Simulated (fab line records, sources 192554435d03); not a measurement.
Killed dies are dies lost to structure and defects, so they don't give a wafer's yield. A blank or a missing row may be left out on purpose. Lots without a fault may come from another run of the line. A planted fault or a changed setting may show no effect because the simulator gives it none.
A struck lot beside a sound one | flow n5_finfet | 36 steps out of a route of 1938
Sound: wafers L454.1, L454.2, L454.6. Struck: wafer L444.4. (L444.1, L444.2 of the same lot were not struck and are left out.) The cause comes at the end.
At each step with rows: each side's tool, then ch and its chambers, then its first start. Under that, the readings that differ: sound wafers | struck wafers | difference of the means | sigmas: that difference in standard deviations of wafers without a fault.
alike: readings whose means differ by less than 2 such deviations, and words and numbers that are the same on both sides. not compared: withheld readings, readings that some wafer has no value for, bounds like >300 that may hide the same value, and numbers for which the record gives no deviation and whose values overlap.
The two part at a step that has a row with sigmas, a row that says differs or no value, or rows on one side only. Numbers that don't overlap but have no deviation are shown without sigmas and don't part them. A reading that every wafer of one side lacks parts them only if that side has two wafers or more.

first, 9 steps without rows for these wafers: N5_PMOS_HMC_CHANNEL_EPI_EPI_26 (deposits Si from SiH4/H2, target thk 3.8 nm, time 22.7 s); N5_FIN_SAQP_PRECLEAN_42 (cleans in O3/DIW, time 60 s); N5_FIN_SAQP_PRECLEAN_00 (cleans in SC1, time 60 s); N5_FIN_SAQP_PRECLEAN_44 (cleans in SC2, time 45 s); N5_FIN_SAQP_SRD_01 (time 30 s); N5_FIN_SAQP_ALD_61 (deposits SiO2, target thk 4 nm, pulse time 1 s, purge time 2 s); N5_FIN_SAQP_DENSIFY_62 (time 60 s); N5_FIN_SAQP_HM_DEP_03 (deposits SiNx from SiH4/NH3/N2, target thk 38 nm, time 33.6 s); N5_FIN_SAQP_PECVD_47 (deposits a-Si from SiH4/He, target thk 45 nm, time 36.3 s).
N5_FIN_SAQP_PECVD_48: deposits SiNx from SiH4/NH3/N2, target thk 25 nm, time 22.1 s.
  sound on pecvd-03 ch 1,2, day 7 10:03; struck on pecvd-03 ch 0, day 5 02:32
  reading                                     | sound          | struck | difference | sigmas
  model.SiNx_of_FIN_SAQP_PECVD_48.thk_nm (nm) | 24.83 24.88 25 | 8.469  | -16.434    |
  alike: heater_power_outer_w, heater_power_w, showerhead_plenum_p_Torr, throttle_valve_pct
  not compared: rf_fwd_power_W
then, 24 steps without rows for these wafers: N5_FIN_SAQP_PECVD_06 (deposits a-Si from SiH4/He, target thk 60 nm, time 48.1 s); N5_FIN_SAQP_HM_DEP_72 (deposits SiO2 from SiH4/N2O, target thk 12 nm, time 7.2 s); N5_FIN_SAQP_COAT_49 (time 60 s, resist thk 100 nm); N5_FIN_SAQP_COAT_50 (time 60 s, resist thk 35 nm); N5_FIN_SAQP_COAT_10 (resist thk 90 nm); N5_FIN_SAQP_EBR_12; N5_FIN_SAQP_SOFTBAKE_11 (time 60 s); N5_FIN_SAQP_EXPOSE_13 (exposes mask FIN CORE, target cd 35.6 nm); N5_FIN_SAQP_PEB_14 (peb time 60 s); N5_FIN_SAQP_DEVELOP_15 (develop time 30 s); N5_FIN_SAQP_DESCUM_21 (chemistry O2, time 7.9 s); N5_FIN_SAQP_ETCH_51 (etches SiARC in CF4, target depth 45.5 nm, time 75.8 s); N5_FIN_SAQP_ETCH_52 (etches SOC in N2/H2, target depth 100 nm, overetch 20 nm, time 150 s); N5_FIN_SAQP_STRIP_53 (strips in N2/H2); N5_FIN_SAQP_HM_OPEN_73 (chemistry CHF3/O2, target SiO2, stops on a-Si, target depth 12 nm, time 16.8 s); N5_FIN_SAQP_STRIP_74 (strips in CHF3/O2); N5_FIN_SAQP_MANDREL_ETCH_22 (etches a-Si in HBr/Cl2, stops on SiNx, target depth 60 nm, bt time 10 s, time 30 s); N5_FIN_SAQP_STRIP_55 (strips in N2/H2); N5_FIN_SAQP_STRIP_23 (strips in SPM, time 750 s); N5_FIN_SAQP_SRD_66 (time 30 s); N5_FIN_SAQP_RECESS_75 (chemistry HF/NH3, target SiO2, target depth 14.4 nm, afs cycles 3, sublimation time 60 s); N5_FIN_SAQP_SPACER1_ALD_24 (deposits SiO2, target thk 20.3 nm, pulse time 1 s, purge time 2 s); N5_FIN_SAQP_SPACER1_ETCHBACK_25 (etches SiO2 in CHF3/O2, target depth 24.4 nm, time 12.2 s); N5_FIN_SAQP_MANDREL1_REMOVE_56 (chemistry HBr/Cl2/O2, target a-Si, stops on SiNx, bt time 10 s).
N5_FIN_SAQP_ETCH_57: etches SiNx in CH3F/O2, target depth 32.5 nm, time 46.4 s.
  sound on rie_diel-03 ch 1,2,3, day 7 12:49; struck on rie_diel-03 ch 0, day 5 06:39
  reading                  | sound          | struck | difference | sigmas
  etch_rf_on_time_s (s)    | 46.2 47.4 46.2 | 15.4   | -31.2      | -31
  oes_product_au (a.u.)    | 0.74 0.60 0.59 | 0.79   | +0.15      | +2
  rf_vpp_V (V)             | 296 297 300    | 306    | +8         | +2
  model.etch.depth_nm (nm) | 24.81 24.88 25 | 8.469  | -16.428    |
  alike: drypump_motor_current_A, rf_fwd_power_W, showerhead_plenum_p_Torr, throttle_valve_pct
  not compared: rf_hours_counter_h
-- the record jumps here: 6 days lie between the struck wafers' starts before and after (it left off in module FIN_SAQP and takes up again in module BEOL_M4, whose first step shown is number 1111 of the route) --
N5_BEOL_M4_RC_MEAS_101:
  sound on prober-02 ch 0, day 14 10:24; struck on prober-01 ch 0, day 10 23:15
  alike: DIBL_N, DIBL_P, IOFF_N, IOFF_P, ION_N, ION_P, SS_N, SS_P, VT_N, VT_P

WHERE THEY PART
Only at N5_FIN_SAQP_ETCH_57, within this record. Later steps at which nothing parts them and some readings are alike: N5_BEOL_M4_RC_MEAS_101.

WHY: what the simulator had put in
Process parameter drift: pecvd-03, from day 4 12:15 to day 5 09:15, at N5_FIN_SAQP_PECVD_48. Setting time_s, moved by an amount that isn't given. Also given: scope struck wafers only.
